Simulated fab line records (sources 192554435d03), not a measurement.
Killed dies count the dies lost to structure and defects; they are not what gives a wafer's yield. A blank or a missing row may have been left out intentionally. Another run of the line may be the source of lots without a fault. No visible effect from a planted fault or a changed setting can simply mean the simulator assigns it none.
Which tool is to blame? :: flow n5-finfet :: 8 lots with 24 wafers sampled at 6 steps, on a route of 1938 steps

WHAT EACH GAUGE READ, for each wafer
N5_SD_EPI_N_CD_MEAS_09 targets a cd of 120 nm. Usual: cd-nm 119.9 nm, standard deviation 0.56.
lot: L628
measured: day 3 10:58
on: cd-sem-03
cd-nm (nm): 120.0 121.1 119.9
flag: 

lot: L633
measured: day 4 13:59
on: cd-sem-03
cd-nm (nm): 119.9 120.4 120.1
flag: 

lot: L634
measured: day 5 00:02
on: cd-sem-02
cd-nm (nm): 119.8 119.7 119.1
flag: 

lot: L636
measured: day 5 07:46
on: cd-sem-03
cd-nm (nm): 120.2 120.2 120.6
flag: 

lot: L638
measured: day 5 20:03
on: cd-sem-01
cd-nm (nm): 112.4 112.1 111.9
flag: OFF

lot: L641
measured: day 6 15:57
on: cd-sem-01
cd-nm (nm): 115.2 114.5 115.7
flag: OFF

lot: L643
measured: day 7 02:49
on: cd-sem-03
cd-nm (nm): 120.5 120.0 120.2
flag: 

lot: L648
measured: day 8 07:00
on: cd-sem-02
cd-nm (nm): 120.1 119.6 120.2
flag: 

N5_BEOL_M4_RC_MEAS_101. Usual: DIBL_N 36.3 mV/V, standard deviation 1.2; DIBL_P 36.1 mV/V, standard deviation 1.6; IOFF_N 0.161 nA/um, standard deviation 0.023; IOFF_P 0.209 nA/um, standard deviation 0.027; ION_N 676 uA/um, standard deviation 8.9; ION_P 462 uA/um, standard deviation 5.3; SS_N 71.5 mV/dec, standard deviation 0.51; SS_P 73.2 mV/dec, standard deviation 0.5; VT_N 249.1 mV, standard deviation 2.5; VT_P -249.9 mV, standard deviation 2.8.
lot: L628
measured: day 8 08:17
on: prober-01
DIBL_N (mV/V): 36.1 35.8 37.7
DIBL_P (mV/V): 35.6 36.2 38.1
IOFF_N (nA/um): 0.155 0.145 0.185
IOFF_P (nA/um): 0.203 0.211 0.249
ION_N (uA/um): 683 671 689
ION_P (uA/um): 462 461 471
SS_N (mV/dec): 71.5 70.9 71.6
SS_P (mV/dec): 72.9 72.7 73.9
VT_N (mV): 248.2 248.5 246.0
VT_P (mV): -249.9 -250.4 -247.5
flag: 

lot: L633
measured: day 9 12:39
on: prober-02
DIBL_N (mV/V): 36.5 37.4 37.1
DIBL_P (mV/V): 35.8 37.8 37.4
IOFF_N (nA/um): 0.158 0.188 0.198
IOFF_P (nA/um): 0.203 0.239 0.240
ION_N (uA/um): 669 675 683
ION_P (uA/um): 459 459 466
SS_N (mV/dec): 71.6 71.5 71.6
SS_P (mV/dec): 73.5 73.4 74.4
VT_N (mV): 249.0 248.5 248.4
VT_P (mV): -249.5 -247.8 -247.9
flag: 

lot: L634
measured: day 9 19:53
on: prober-01
DIBL_N (mV/V): 34.3 35.1 35.0
DIBL_P (mV/V): 34.7 35.5 35.4
IOFF_N (nA/um): 0.129 0.140 0.140
IOFF_P (nA/um): 0.158 0.175 0.171
ION_N (uA/um): 664 679 663
ION_P (uA/um): 450 461 454
SS_N (mV/dec): 71.2 71.3 71.4
SS_P (mV/dec): 73.6 73.3 73.3
VT_N (mV): 252.9 248.6 249.8
VT_P (mV): -256.2 -252.5 -253.8
flag: 

lot: L636
measured: day 9 20:49
on: prober-01
DIBL_N (mV/V): 33.8 35.2 34.6
DIBL_P (mV/V): 34.7 36.6 35.9
IOFF_N (nA/um): 0.146 0.172 0.155
IOFF_P (nA/um): 0.179 0.209 0.190
ION_N (uA/um): 678 687 675
ION_P (uA/um): 463 463 458
SS_N (mV/dec): 72.2 71.7 71.3
SS_P (mV/dec): 72.4 73.4 72.8
VT_N (mV): 247.6 244.4 248.9
VT_P (mV): -253.7 -249.4 -251.1
flag: 

lot: L638
measured: day 10 12:09
on: prober-02
DIBL_N (mV/V): 36.7 36.9 37.4
DIBL_P (mV/V): 38.7 38.6 39.4
IOFF_N (nA/um): 0.170 0.179 0.188
IOFF_P (nA/um): 0.229 0.226 0.234
ION_N (uA/um): 685 669 687
ION_P (uA/um): 459 464 466
SS_N (mV/dec): 72.1 71.8 71.5
SS_P (mV/dec): 74.3 73.7 73.6
VT_N (mV): 249.1 248.4 246.8
VT_P (mV): -248.1 -250.7 -248.6
flag: 

lot: L641
measured: day 11 15:14
on: prober-02
DIBL_N (mV/V): 36.4 37.0 35.9
DIBL_P (mV/V): 35.7 36.8 36.1
IOFF_N (nA/um): 0.165 0.178 0.161
IOFF_P (nA/um): 0.181 0.193 0.187
ION_N (uA/um): 666 674 671
ION_P (uA/um): 457 456 455
SS_N (mV/dec): 72.0 71.8 70.9
SS_P (mV/dec): 73.6 74.2 73.5
VT_N (mV): 247.4 249.3 249.5
VT_P (mV): -253.8 -253.1 -253.2
flag: 

lot: L643
measured: day 11 16:43
on: prober-01
DIBL_N (mV/V): 36.9 38.1 38.1
DIBL_P (mV/V): 35.3 37.1 36.7
IOFF_N (nA/um): 0.150 0.188 0.179
IOFF_P (nA/um): 0.187 0.223 0.210
ION_N (uA/um): 673 676 674
ION_P (uA/um): 460 454 464
SS_N (mV/dec): 70.5 71.6 71.6
SS_P (mV/dec): 72.4 73.1 73.3
VT_N (mV): 250.0 248.3 246.3
VT_P (mV): -250.0 -248.1 -252.6
flag: 

lot: L648
measured: day 12 20:45
on: prober-02
DIBL_N (mV/V): 34.3 35.8 36.0
DIBL_P (mV/V): 35.7 36.9 37.6
IOFF_N (nA/um): 0.117 0.135 0.138
IOFF_P (nA/um): 0.192 0.214 0.222
ION_N (uA/um): 663 666 673
ION_P (uA/um): 461 463 467
SS_N (mV/dec): 71.9 71.0 71.6
SS_P (mV/dec): 72.9 73.7 73.1
VT_N (mV): 254.1 254.6 254.9
VT_P (mV): -252.3 -249.9 -250.0
flag: 

WHAT TOOL EACH LOT RAN ON (gives the tool, then ch and the chambers of the sampled wafers, and finally the start)
lot: L628
N5_DUMMY_GATE_HM_OPEN_21: rie-diel-02 ch 0,3, day 3 07:44
N5_SPACER0_ALD_00: ald-sin-03 ch 1,3, day 3 10:09
N5_SD_EPI_N_EXPOSE_06: arfi-scanner-02 ch 0, day 3 10:50
N5_SD_EPI_N_DESCUM_14: rie-diel-01 ch 0,2, day 3 11:03

lot: L633
N5_DUMMY_GATE_HM_OPEN_21: rie-diel-06 ch 0,1, day 4 12:18
N5_SPACER0_ALD_00: ald-sin-04 ch 0,2,3, day 4 13:11
N5_SD_EPI_N_EXPOSE_06: arfi-scanner-03 ch 0, day 4 13:52
N5_SD_EPI_N_DESCUM_14: rie-diel-05 ch 1,2,3, day 4 14:39

lot: L634
N5_DUMMY_GATE_HM_OPEN_21: rie-diel-06 ch 2,3, day 4 19:53
N5_SPACER0_ALD_00: ald-sin-03 ch 0,1,3, day 4 23:14
N5_SD_EPI_N_EXPOSE_06: arfi-scanner-02 ch 0, day 4 23:55
N5_SD_EPI_N_DESCUM_14: rie-diel-05 ch 1,2,3, day 5 00:18

lot: L636
N5_DUMMY_GATE_HM_OPEN_21: rie-diel-06 ch 0,2, day 5 06:07
N5_SPACER0_ALD_00: ald-sin-04 ch 2,3, day 5 06:58
N5_SD_EPI_N_EXPOSE_06: arfi-scanner-02 ch 0, day 5 07:39
N5_SD_EPI_N_DESCUM_14: rie-diel-04 ch 0,2, day 5 08:01

lot: L638
N5_DUMMY_GATE_HM_OPEN_21: rie-diel-03 ch 1,2, day 5 18:31
N5_SPACER0_ALD_00: ald-sin-04 ch 0,2, day 5 19:22
N5_SD_EPI_N_EXPOSE_06: arfi-scanner-02 ch 0, day 5 19:56
N5_SD_EPI_N_DESCUM_14: rie-diel-04 ch 0,2, day 5 21:29

lot: L641
N5_DUMMY_GATE_HM_OPEN_21: rie-diel-06 ch 2,3, day 6 13:45
N5_SPACER0_ALD_00: ald-sin-03 ch 0,3, day 6 15:08
N5_SD_EPI_N_EXPOSE_06: arfi-scanner-02 ch 0, day 6 15:50
N5_SD_EPI_N_DESCUM_14: rie-diel-05 ch 0,1,2, day 6 16:02

lot: L643
N5_DUMMY_GATE_HM_OPEN_21: rie-diel-06 ch 0,3, day 7 01:02
N5_SPACER0_ALD_00: ald-sin-02 ch 0,1,3, day 7 02:00
N5_SD_EPI_N_EXPOSE_06: arfi-scanner-03 ch 0, day 7 02:41
N5_SD_EPI_N_DESCUM_14: rie-diel-05 ch 0,1,2, day 7 02:54

lot: L648
N5_DUMMY_GATE_HM_OPEN_21: rie-diel-02 ch 0,1,2, day 8 05:28
N5_SPACER0_ALD_00: ald-sin-03 ch 2,3, day 8 06:19
N5_SD_EPI_N_EXPOSE_06: arfi-scanner-01 ch 0, day 8 06:53
N5_SD_EPI_N_DESCUM_14: rie-diel-04 ch 1,3, day 8 07:45
- N5_DUMMY_GATE_HM_OPEN_21: chemistry CH3F/O2, target SiNx, target depth 120 nm, time 171.4 s.
- N5_SPACER0_ALD_00: deposits SiOCN, target thk 3.5 nm, pulse time 3 s, purge time 2 s.
- N5_SD_EPI_N_EXPOSE_06: exposes mask SD N BLK, target cd 120 nm.
- N5_SD_EPI_N_DESCUM_14: chemistry O2, time 7.9 s.

WHAT THE TOOLS THEMSELVES READ (means of the sampled wafers that have a number; where no wafer has one, the mark that the record gives instead)
N5_DUMMY_GATE_HM_OPEN_21. Usual: O2_flow_sccm 23.00 sccm, standard deviation 0.063; drypump-motor-current-A 5.8 A, standard deviation 0.39; mfc-ar-sccm 150.0 sccm, standard deviation 0.45; oes-product-au 0.80 a.u., standard deviation 0.096; rf-vpp-V 300 V, standard deviation 3.7; showerhead-plenum-p-Torr 2.05 Torr, standard deviation 0.077; throttle-valve-pct 16.43 %, standard deviation 0.27.
lot: L628
tool: rie-diel-02
O2_flow_sccm (sccm): 22.98
drypump-motor-current-A (A): 5.9
mfc-ar-sccm (sccm): 149.8
oes-product-au (a.u.): 0.82
rf-vpp-V (V): 301
showerhead-plenum-p-Torr (Torr): 2.07
throttle-valve-pct (%): 16.28
flag: 

lot: L633
tool: rie-diel-06
O2_flow_sccm (sccm): 23.07
drypump-motor-current-A (A): 6.1
mfc-ar-sccm (sccm): 149.8
oes-product-au (a.u.): 0.68
rf-vpp-V (V): 296
showerhead-plenum-p-Torr (Torr): 2.05
throttle-valve-pct (%): 16.57
flag: 

lot: L634
tool: rie-diel-06
O2_flow_sccm (sccm): 22.95
drypump-motor-current-A (A): 5.4
mfc-ar-sccm (sccm): 150.3
oes-product-au (a.u.): 0.92
rf-vpp-V (V): 302
showerhead-plenum-p-Torr (Torr): 2.09
throttle-valve-pct (%): 16.25
flag: 

lot: L636
tool: rie-diel-06
O2_flow_sccm (sccm): 22.95
drypump-motor-current-A (A): 5.5
mfc-ar-sccm (sccm): 150.6
oes-product-au (a.u.): 0.85
rf-vpp-V (V): 302
showerhead-plenum-p-Torr (Torr): 2.05
throttle-valve-pct (%): 16.43
flag: 

lot: L638
tool: rie-diel-03
O2_flow_sccm (sccm): 22.98
drypump-motor-current-A (A): 5.7
mfc-ar-sccm (sccm): 150.0
oes-product-au (a.u.): 0.76
rf-vpp-V (V): 299
showerhead-plenum-p-Torr (Torr): 2.06
throttle-valve-pct (%): 16.59
flag: 

lot: L641
tool: rie-diel-06
O2_flow_sccm (sccm): 22.99
drypump-motor-current-A (A): 5.7
mfc-ar-sccm (sccm): 150.0
oes-product-au (a.u.): 0.86
rf-vpp-V (V): 298
showerhead-plenum-p-Torr (Torr): 2.11
throttle-valve-pct (%): 16.21
flag: 

lot: L643
tool: rie-diel-06
O2_flow_sccm (sccm): 22.98
drypump-motor-current-A (A): 5.9
mfc-ar-sccm (sccm): 149.7
oes-product-au (a.u.): 0.79
rf-vpp-V (V): 294
showerhead-plenum-p-Torr (Torr): 2.09
throttle-valve-pct (%): 16.31
flag: 

lot: L648
tool: rie-diel-02
O2_flow_sccm (sccm): 23.03
drypump-motor-current-A (A): 6.1
mfc-ar-sccm (sccm): 150.3
oes-product-au (a.u.): 0.78
rf-vpp-V (V): 301
showerhead-plenum-p-Torr (Torr): 2.05
throttle-valve-pct (%): 16.38
flag: 

N5_SPACER0_ALD_00. Usual: heater-power-w 844 W, standard deviation 66; precursor-pulse-height-rel 1.001, standard deviation 0.019.
lot: L628
tool: ald-sin-03
heater-power-w (W): 948
precursor-pulse-height-rel: 1.001
flag: 

lot: L633
tool: ald-sin-04
heater-power-w (W): 828
precursor-pulse-height-rel: 1.001
flag: 

lot: L634
tool: ald-sin-03
heater-power-w (W): 874
precursor-pulse-height-rel: 0.989
flag: 

lot: L636
tool: ald-sin-04
heater-power-w (W): 778
precursor-pulse-height-rel: 0.996
flag: 

lot: L638
tool: ald-sin-04
heater-power-w (W): 770
precursor-pulse-height-rel: 1.001
flag: 

lot: L641
tool: ald-sin-03
heater-power-w (W): 914
precursor-pulse-height-rel: 0.985
flag: 

lot: L643
tool: ald-sin-02
heater-power-w (W): 835
precursor-pulse-height-rel: 1.002
flag: 

lot: L648
tool: ald-sin-03
heater-power-w (W): 945
precursor-pulse-height-rel: 0.999
flag: 

N5_SD_EPI_N_EXPOSE_06. Usual: exposure-dose-mJ-cm2 39.73, standard deviation 0.043.
lot: L628
tool: arfi-scanner-02
exposure-dose-mJ-cm2: 39.70
flag: 

lot: L633
tool: arfi-scanner-03
exposure-dose-mJ-cm2: 39.74
flag: 

lot: L634
tool: arfi-scanner-02
exposure-dose-mJ-cm2: 39.71
flag: 

lot: L636
tool: arfi-scanner-02
exposure-dose-mJ-cm2: 39.76
flag: 

lot: L638
tool: arfi-scanner-02
exposure-dose-mJ-cm2: 36.05
flag: OFF

lot: L641
tool: arfi-scanner-02
exposure-dose-mJ-cm2: 36.85
flag: OFF

lot: L643
tool: arfi-scanner-03
exposure-dose-mJ-cm2: 39.71
flag: 

lot: L648
tool: arfi-scanner-01
exposure-dose-mJ-cm2: 39.78
flag: 

N5_SD_EPI_N_DESCUM_14. Usual: drypump-motor-current-A 6.0 A, standard deviation 0.49; oes-product-au 0.78 a.u., standard deviation 0.067; rf-vpp-V 243.4 V, standard deviation 1.4; showerhead-plenum-p-Torr 2.11 Torr, standard deviation 0.072; throttle-valve-pct 20.38 %, standard deviation 0.19.
lot: L628
tool: rie-diel-01
drypump-motor-current-A (A): 6.2
oes-product-au (a.u.): 0.80
rf-vpp-V (V): 243.6
showerhead-plenum-p-Torr (Torr): 2.10
throttle-valve-pct (%): 20.50
flag: 

lot: L633
tool: rie-diel-05
drypump-motor-current-A (A): 6.1
oes-product-au (a.u.): 0.78
rf-vpp-V (V): 244.8
showerhead-plenum-p-Torr (Torr): 2.16
throttle-valve-pct (%): 20.44
flag: 

lot: L634
tool: rie-diel-05
drypump-motor-current-A (A): 6.1
oes-product-au (a.u.): 0.78
rf-vpp-V (V): 243.8
showerhead-plenum-p-Torr (Torr): 2.16
throttle-valve-pct (%): 20.44
flag: 

lot: L636
tool: rie-diel-04
drypump-motor-current-A (A): 6.3
oes-product-au (a.u.): 0.72
rf-vpp-V (V): 242.7
showerhead-plenum-p-Torr (Torr): 2.05
throttle-valve-pct (%): 20.20
flag: 

lot: L638
tool: rie-diel-04
drypump-motor-current-A (A): 6.0
oes-product-au (a.u.): 0.70
rf-vpp-V (V): 243.4
showerhead-plenum-p-Torr (Torr): 2.10
throttle-valve-pct (%): 20.18
flag: 

lot: L641
tool: rie-diel-05
drypump-motor-current-A (A): 6.2
oes-product-au (a.u.): 0.78
rf-vpp-V (V): 243.1
showerhead-plenum-p-Torr (Torr): 2.10
throttle-valve-pct (%): 20.35
flag: 

lot: L643
tool: rie-diel-05
drypump-motor-current-A (A): 6.2
oes-product-au (a.u.): 0.77
rf-vpp-V (V): 243.1
showerhead-plenum-p-Torr (Torr): 2.09
throttle-valve-pct (%): 20.37
flag: 

lot: L648
tool: rie-diel-04
drypump-motor-current-A (A): 5.7
oes-product-au (a.u.): 0.74
rf-vpp-V (V): 243.9
showerhead-plenum-p-Torr (Torr): 2.14
throttle-valve-pct (%): 20.32
flag: 

THE ANSWER, worked out from the rows above alone
Rule: a lot is off if the mean of its wafers that have a number lies more than 3 standard deviations from the usual mean. Also off: a lot with no number at a reading for which 4 or more lots have one. Where the step has rows for the other lots, those lots are counted as sound. After the gauges, taken in route order, come the tools' own readings; for these a lot's mean is taken, as printed above. At the first step where some lot is off, the reading lying furthest off is the one used; lots without a number count as furthest.
Off, at N5_SD_EPI_N_CD_MEAS_09 on cd-nm: L638, L641.
A tool fits if, at a process step before that reading, it ran every lot that is off, and no sound lot after the first of them. Not tried: the gauges at N5_SD_EPI_N_CD_MEAS_09; whatever is off there is also off at N5_SD_EPI_N_EXPOSE_06, on other tools, and gauge error can't account for it. One fits: N5_SD_EPI_N_EXPOSE_06 on arfi-scanner-02. Its last sound lot is L636 (day 5 07:39), its first lot that is off L638 (day 5 19:56): a fault that began between those two fits.
On the lots that are off, the tool's own readings at N5_SD_EPI_N_EXPOSE_06 differ by more than 5 times the standard deviation of the sound lots' means, which bears it out; exposure-dose-mJ-cm2 reads 36.45 there versus 39.73 on the sound lots.

WHAT WAS PUT IN BY THE SIMULATOR
Drift in process parameters on arfi-scanner-02 at N5_SD_EPI_N_EXPOSE_06, starting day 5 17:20. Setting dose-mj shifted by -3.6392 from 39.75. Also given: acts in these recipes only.
Shown lots that were struck: L638, L641. This agrees with what the rule above found.
